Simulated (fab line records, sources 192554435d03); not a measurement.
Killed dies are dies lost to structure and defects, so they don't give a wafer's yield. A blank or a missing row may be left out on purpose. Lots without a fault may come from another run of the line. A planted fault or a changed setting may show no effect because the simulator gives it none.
Chamber matching | flow n5_finfet | N5_BEOL_M2_ETCHBACK_99 on rie_diel-04: 4 sister chambers
The step etches SiO2 in CHF3, target depth 5 nm, time 10.4 s. 16 wafers are shown with their chamber, then 8 later ones without.

WAFERS WITH THEIR CHAMBER
wafer  | chamber | showerhead_plenum_p_Torr (Torr) | drypump_motor_current_A (A) | throttle_valve_pct (%)
L074.1 | 2       | 2.12                            | 6.3                         | 17.28
L074.4 | 3       | 2.17                            | 5.1                         | 17.24
L074.6 | 2       | 2.12                            | 6.3                         | 17.29
L076.2 | 0       | 2.23                            | 5.8                         | 17.12
L076.3 | 3       | 2.17                            | 5.0                         | 17.24
L076.4 | 1       | 2.04                            | 5.8                         | 16.84
L077.2 | 1       | 2.04                            | 5.8                         | 16.85
L077.3 | 2       | 2.12                            | 6.3                         | 17.28
L077.5 | 1       | 2.04                            | 5.8                         | 16.85
L082.1 | 2       | 2.11                            | 6.3                         | 17.33
L082.4 | 0       | 2.23                            | 5.7                         | 17.15
L082.5 | 3       | 2.17                            | 5.0                         | 17.27
L085.3 | 0       | 2.22                            | 5.7                         | 17.17
L085.4 | 3       | 2.17                            | 5.1                         | 17.30
L085.5 | 2       | 2.11                            | 6.3                         | 17.33
L087.2 | 2       | 2.11                            | 6.3                         | 17.33

SIGNATURES (means of the wafers above)
reading                  | chamber 0 | chamber 1 | chamber 2 | chamber 3 | scatter within a chamber
showerhead_plenum_p_Torr | 2.2267    | 2.0400    | 2.1150    | 2.1700    | 0.00425
drypump_motor_current_A  | 5.733     | 5.800     | 6.300     | 5.050     | 0.0373
throttle_valve_pct       | 17.1467   | 16.8467   | 17.3067   | 17.2625   | 0.0244
Rule: a wafer's distance from a chamber is the root of the sum, over the readings, of the square of ((its reading less the chamber's mean) divided by the reading's scatter). The wafer belongs to the nearest chamber; if the next one is less than 2 further off, it can't be placed. The scatter: the root of (the sum of the squares of (reading less its chamber's mean) over the shown wafers, divided by (wafers less chambers)).

WAFERS WITHOUT THEIR CHAMBER
wafer  | showerhead_plenum_p_Torr (Torr) | drypump_motor_current_A (A) | throttle_valve_pct (%)
L087.4 | 2.03                            | 5.8                         | 16.88
L087.5 | 2.11                            | 6.3                         | 17.34
L091.3 | 2.22                            | 5.8                         | 17.17
L091.4 | 2.16                            | 5.1                         | 17.30
L091.5 | 2.22                            | 5.8                         | 17.18
L094.1 | 2.16                            | 5.1                         | 17.32
L094.4 | 2.03                            | 5.8                         | 16.93
L094.5 | 2.21                            | 5.8                         | 17.19

WHICH CHAMBER EACH WENT THROUGH
wafer  | from the rows above | in truth
L087.4 | 1                   | 1
L087.5 | 2                   | 2
L091.3 | 0                   | 0
L091.4 | 3                   | 3
L091.5 | 0                   | 0
L094.1 | 3                   | 3
L094.4 | 1                   | 1
L094.5 | 0                   | 0
Placed correctly: 8 of 8. Can't be placed from these rows: 0. Placed wrongly: 0.
